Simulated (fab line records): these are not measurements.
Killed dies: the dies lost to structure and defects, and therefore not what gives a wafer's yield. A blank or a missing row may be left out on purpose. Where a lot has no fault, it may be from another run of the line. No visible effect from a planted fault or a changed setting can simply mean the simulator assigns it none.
Comparing a struck lot with a sound one -- flow n5_finfet -- 13 out of 1938 route steps
Sound: these wafers, L655.3, L655.5, L655.6. Wafers L664.2, L664.3, L664.4 were the ones struck. Last of all comes the cause.
Each step with rows lists, per side, the tool, then ch with its chambers, then its first start. Under that, the readings that differ: sound wafers -- struck wafers -- difference of the means -- sigmas: that difference in standard deviations of wafers without a fault.
alike: readings whose means differ by less than 2 such deviations, and words and numbers that are the same on both sides. not compared: withheld readings, readings that some wafer has no value for, bounds like >300 that may hide the same value, and numbers for which the record gives no deviation and whose values overlap.
A row with sigmas, a row that says differs or no value, or rows on one side alone: a step with any of these is where the two part. When numbers do not overlap yet have no deviation, they are printed without sigmas and do not part them. Lack of a reading on every wafer of one side parts them only where that side has two or more wafers.

first, 1 step without rows for these wafers: N5_GATE_CUT_SRD_32 (time 30 s).
N5_GATE_CUT_SAC_CAP_01: material SiNx, target thk 24 nm, pulse time 1 s, ald cycles 480.
  sound on ald_sin-01 ch 1,2,3, day 5 21:16; struck on ald_sin-04 ch 1,2,3, day 8 03:44
  alike: heater_power_w, precursor_pulse_height_rel
  not compared: since_wet_clean_h
N5_GATE_CUT_PECVD_57: deposits SiNx from SiH4/NH3/N2, target thk 21 nm.
  sound on pecvd-03 ch 0,2, day 5 23:28; struck on pecvd-03 ch 0,2, day 8 05:55
  alike: heater_power_w, showerhead_plenum_p_Torr, throttle_valve_pct
  not compared: since_wet_clean_h
N5_GATE_CUT_CMP_02: polishes, stops on SiO2, t overpolish 12.7 s, target thk 0 nm.
  sound on cmp-04 ch 0,1,3, day 5 23:37; struck on cmp-04 ch 1,2,3, day 8 06:00
  alike: motor_current_A, overpolish_run_s, time_to_endpoint_s
N5_GATE_CUT_HM_DEP_46: deposits SiO2 from TEOS/O2, target thk 130 nm, time 26.6 s.
  sound on pecvd-03 ch 0,2, day 5 23:52; struck on pecvd-03 ch 0,1, day 8 06:20
  alike: heater_power_w, showerhead_plenum_p_Torr, throttle_valve_pct
  not compared: since_wet_clean_h
then, 6 steps without rows for these wafers: N5_GATE_CUT_COAT_34 (time 60 s, resist thk 60 nm); N5_GATE_CUT_COAT_35 (time 60 s, resist thk 10 nm); N5_GATE_CUT_COAT_27 (time 60 s, resist thk 10 nm); N5_GATE_CUT_COAT_07 (resist thk 30 nm); N5_GATE_CUT_EBR_09; N5_GATE_CUT_SOFTBAKE_08 (time 60 s).
N5_GATE_CUT_EXPOSE_10: exposes mask GATE CUT, target cd 20 nm.
  struck on euv_scanner-02, day 8 06:40; sound on euv_scanner-02 ch 0, day 6 00:06
  no value came back on the struck wafers for exposure_dose_mJ_cm2, focus_offset_nm (nm); on the sound wafers exposure_dose_mJ_cm2 reads 43.22 43.26 43.19
  alike: mask
then, 1 step without rows for these wafers: N5_GATE_CUT_PEB_11 (peb time 60 s).

== WHERE THEY PART ==
N5_GATE_CUT_EXPOSE_10 only, going by this record.

WHY: the cause the simulator had injected
Step skipped in full: euv_scanner-02, at N5_GATE_CUT_EXPOSE_10, from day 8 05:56 onward. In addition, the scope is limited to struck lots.
